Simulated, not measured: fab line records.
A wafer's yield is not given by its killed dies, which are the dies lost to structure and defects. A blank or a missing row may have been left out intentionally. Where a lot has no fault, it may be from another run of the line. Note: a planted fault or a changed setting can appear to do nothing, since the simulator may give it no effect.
Chamber matching / flow nand_harc / 4 sister chambers for NHARC_A_BLC_CMP_25 on cmp-03
The step polishes, t overpolish 30 s, target thk 150 nm. 8 wafers are shown with their chamber, then 12 later ones without.

## WAFERS, EACH WITH ITS CHAMBER
wafer=L077.1; chamber=2; motor_current_A (A)=11.7; time_to_endpoint_s (s)=30.4
wafer=L087.3; chamber=1; motor_current_A (A)=12.7; time_to_endpoint_s (s)=33.0
wafer=L091.1; chamber=0; motor_current_A (A)=10.9; time_to_endpoint_s (s)=34.7
wafer=L091.3; chamber=2; motor_current_A (A)=10.6; time_to_endpoint_s (s)=30.1
wafer=L091.4; chamber=3; motor_current_A (A)=12.6; time_to_endpoint_s (s)=33.6
wafer=L092.1; chamber=3; motor_current_A (A)=13.4; time_to_endpoint_s (s)=30.8
wafer=L092.5; chamber=0; motor_current_A (A)=11.0; time_to_endpoint_s (s)=29.6
wafer=L092.6; chamber=1; motor_current_A (A)=12.8; time_to_endpoint_s (s)=31.9

## WAFERS WITHOUT THEIR CHAMBER
wafer=L093.1; motor_current_A (A)=12.8; time_to_endpoint_s (s)=30.6
wafer=L093.3; motor_current_A (A)=10.9; time_to_endpoint_s (s)=27.2
wafer=L093.5; motor_current_A (A)=10.6; time_to_endpoint_s (s)=28.2
wafer=L094.3; motor_current_A (A)=11.4; time_to_endpoint_s (s)=31.5
wafer=L094.4; motor_current_A (A)=12.8; time_to_endpoint_s (s)=30.2
wafer=L094.5; motor_current_A (A)=13.6; time_to_endpoint_s (s)=30.5
wafer=L095.1; motor_current_A (A)=11.4; time_to_endpoint_s (s)=33.8
wafer=L095.4; motor_current_A (A)=11.3; time_to_endpoint_s (s)=28.3
wafer=L095.5; motor_current_A (A)=11.7; time_to_endpoint_s (s)=27.9
wafer=L096.3; motor_current_A (A)=13.4; time_to_endpoint_s (s)=30.2
wafer=L096.4; motor_current_A (A)=11.4; time_to_endpoint_s (s)=32.6
wafer=L096.5; motor_current_A (A)=12.0; time_to_endpoint_s (s)=28.4

## WHICH CHAMBER EACH ONE RAN IN
wafer=L093.1; from the rows above=can't be placed: 3 or 1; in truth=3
wafer=L093.3; from the rows above=can't be placed: 2 or 0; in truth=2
wafer=L093.5; from the rows above=can't be placed: 2 or 0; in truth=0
wafer=L094.3; from the rows above=can't be placed: 2 or 0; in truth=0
wafer=L094.4; from the rows above=can't be placed: 3 or 1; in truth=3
wafer=L094.5; from the rows above=can't be placed: 3 or 1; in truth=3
wafer=L095.1; from the rows above=can't be placed: 0 or 2 or 1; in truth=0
wafer=L095.4; from the rows above=can't be placed: 2 or 0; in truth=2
wafer=L095.5; from the rows above=can't be placed: 2 or 0 or 1 or 3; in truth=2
wafer=L096.3; from the rows above=can't be placed: 3 or 1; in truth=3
wafer=L096.4; from the rows above=can't be placed: 0 or 2 or 1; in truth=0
wafer=L096.5; from the rows above=can't be placed: 2 or 1 or 3 or 0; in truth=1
Correctly placed: 0 of 12. Unplaceable from these rows: 12, with the true chamber sitting among the candidates in 12. Placed wrongly: 0.
How it was worked out, from the rows above alone: a wafer's distance from a chamber is the root of the sum, over the readings, of the square of ((its reading less the chamber's mean) divided by the reading's scatter). If the next closest chamber is less than 2 further off than the closest, the wafer can't be placed; otherwise it belongs to the closest. The mean given for a chamber averages the wafers shown for that chamber. The scatter: the root of (the sum of the squares of (reading less its chamber's mean) over the shown wafers, divided by (wafers less chambers)).
